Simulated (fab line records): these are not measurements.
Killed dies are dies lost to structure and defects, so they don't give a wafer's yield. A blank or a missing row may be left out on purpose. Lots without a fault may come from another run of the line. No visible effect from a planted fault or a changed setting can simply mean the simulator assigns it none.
Comparing a struck lot with a sound one | flow n5_finfet | 28 out of 1938 route steps
Sound: wafers L479.4, L479.5, L479.6. Struck: wafers L490.3, L490.5, L490.6. At the end, the cause is stated.
Order at every step that has rows: each side's tool, ch and its chambers, its first start. Under that, the readings that differ: sound wafers | struck wafers | difference of the means | sigmas: that difference in standard deviations of wafers without a fault.
alike: same words and numbers on both sides, and readings whose means sit less than 2 such deviations apart. not compared: any withheld reading, any reading some wafer has no value for, any bound like >300 that may hide the same value, and any number with overlapping values for which the record gives no deviation.
A row with sigmas, a row that says differs or no value, or rows on one side alone: a step with any of these is where the two part. Numbers that have no deviation but don't overlap get no sigmas and don't part them. A reading missing from all wafers of one side parts the sides only when that side holds two or more wafers.

first, 8 steps without rows for these wafers: N5_BEOL_M0_CMP_120 (polishes, stops on SiOC, t overpolish 6.9 s); N5_BEOL_M0_PRE_CLEAN_131 (time 15 s); N5_BEOL_M0_CO_CAP_123 (material Co, precursor CCTBA/H2, target thk 2 nm, time 102.1 s); N5_BEOL_M0_PRE_CLEAN_124 (time 15 s); N5_BEOL_M0_DEP_125 (deposits SiCN from 3MS/NH3, target thk 8 nm, time 14 s); N5_BEOL_M1_ILD_DEP_00 (deposits SiOC from DEMS/O2, target thk 79 nm, time 15.3 s); N5_BEOL_M1_PECVD_72 (deposits SiO2 from TEOS/O2, target thk 16 nm, time 18 s); N5_BEOL_M1_HM_DEP_02 (deposits TiN, target thk 20 nm).
N5_BEOL_M1_COAT_61: time 60 s, resist thk 60 nm.
  sound on litho_track-01 ch 0, day 6 02:25; struck on litho_track-01 ch 0, day 8 22:58
  reading                                  | sound                | struck               | difference | sigmas
  spin_speed_rpm (rpm)                     | 1501.4 1500.5 1501.8 | 1606.6 1607.0 1605.1 | +105.0     | +99 or more
  model.SOC_of_BEOL_M1_COAT_61.thk_nm (nm) | 60 60 60.2           | 58.2 58 58           | -2.0       |
  alike: dispense_pressure_kPa, plate_temp_C
then, 11 steps without rows for these wafers: N5_BEOL_M1_COAT_62 (time 60 s, resist thk 12 nm); N5_BEOL_M1_COAT_73 (time 60 s, resist thk 5 nm); N5_BEOL_M1_COAT_05 (resist thk 30 nm); N5_BEOL_M1_EBR_07; N5_BEOL_M1_SOFTBAKE_06 (time 60 s); N5_BEOL_M1_EXPOSE_08 (exposes mask M1); N5_BEOL_M1_PEB_09 (peb time 60 s); N5_BEOL_M1_DEVELOP_10 (develop time 30 s); N5_BEOL_M1_DESCUM_16 (chemistry O2, time 7 s); N5_BEOL_M1_ETCH_74 (etches underlayer in N2/H2, target depth 6.5 nm, time 5.2 s); N5_BEOL_M1_ETCH_63 (etches SiARC in CF4, target depth 15.6 nm, time 26 s).
N5_BEOL_M1_ETCH_64: etches SOC in N2/H2, target depth 75 nm, overetch 15 nm, time 112.5 s.
  sound on rie_diel-03 ch 0,1,3, day 6 03:11; struck on rie_diel-06 ch 0,2,3, day 8 23:49
  reading                  | sound             | struck            | difference | sigmas
  model.etch.depth_nm (nm) | 60.07 60.09 60.12 | 58.11 58.01 57.92 | -2.08      |
  alike: drypump_motor_current_A, h2_flow_sccm, oes_product_au, rf_vpp_V, showerhead_plenum_p_Torr, throttle_valve_pct
  not compared: rf_hours_counter_h
then, 3 steps without rows for these wafers: N5_BEOL_M1_STRIP_65 (strips in N2/H2); N5_BEOL_M1_STRIP_75 (strips in N2/H2); N5_BEOL_M1_STRIP_66 (strips in CF4).
N5_BEOL_M1_HM_OPEN_17: chemistry Cl2/BCl3, target TiN, target depth 20 nm, overetch 6 nm.
  sound on rie_metal-03 ch 0,1, day 6 03:20; struck on rie_metal-01 ch 0,1, day 9 00:00
  reading                                  | sound        | struck       | difference | sigmas
  model.SOC_of_BEOL_M1_COAT_61.thk_nm (nm) | 52.4 52.4 52 | 50 50.4 49.8 | -2         |
  alike: drypump_motor_current_A, oes_product_au, throttle_valve_pct
  not compared: rf_hours_counter_h
then, 1 step without rows for these wafers: N5_BEOL_M1_STRIP_19 (strips in O2).
-- here the record skips 3 days between the struck wafers' starts before and after, leaving off in module BEOL_M1 and picking up in module BEOL_M4 (first step shown: number 1111 of the route) --
N5_BEOL_M4_RC_MEAS_101:
  sound on prober-01 ch 0, day 9 02:01; struck on prober-01 ch 0, day 11 21:37
  alike: DIBL_N, DIBL_P, IOFF_N, IOFF_P, ION_N, ION_P, SS_N, SS_P, VT_N, VT_P
-- here the record skips 4 days between the struck wafers' starts before and after, leaving off in module BEOL_M4 and picking up in module PASSIVATION (first step shown: number 1936 of the route) --
N5_PASSIVATION_PROBE_49:
  sound on prober-01 at day 13 21:55; struck on prober-01 at day 16 09:14
  alike: defect_limited_yield, killed_at_M0_to_M3, killed_at_M4_up, killed_at_contacts, killed_at_front_end, killed_at_other, killed_dies, killed_open, killed_short, sort_bin_5_function, sort_bin_6_memory, sort_bin_8_speed, sort_n_pass, sort_yield_pct

== WHERE THEY PART ==
At N5_BEOL_M1_COAT_61 and nowhere else, as far as this record goes. Later steps at which nothing parts them and some readings are alike: N5_BEOL_M1_ETCH_64, N5_BEOL_M1_HM_OPEN_17, N5_BEOL_M4_RC_MEAS_101, N5_PASSIVATION_PROBE_49.

WHY: whatever the simulator had introduced
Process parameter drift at N5_BEOL_M1_COAT_61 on litho_track-01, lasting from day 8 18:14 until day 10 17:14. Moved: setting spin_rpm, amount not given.
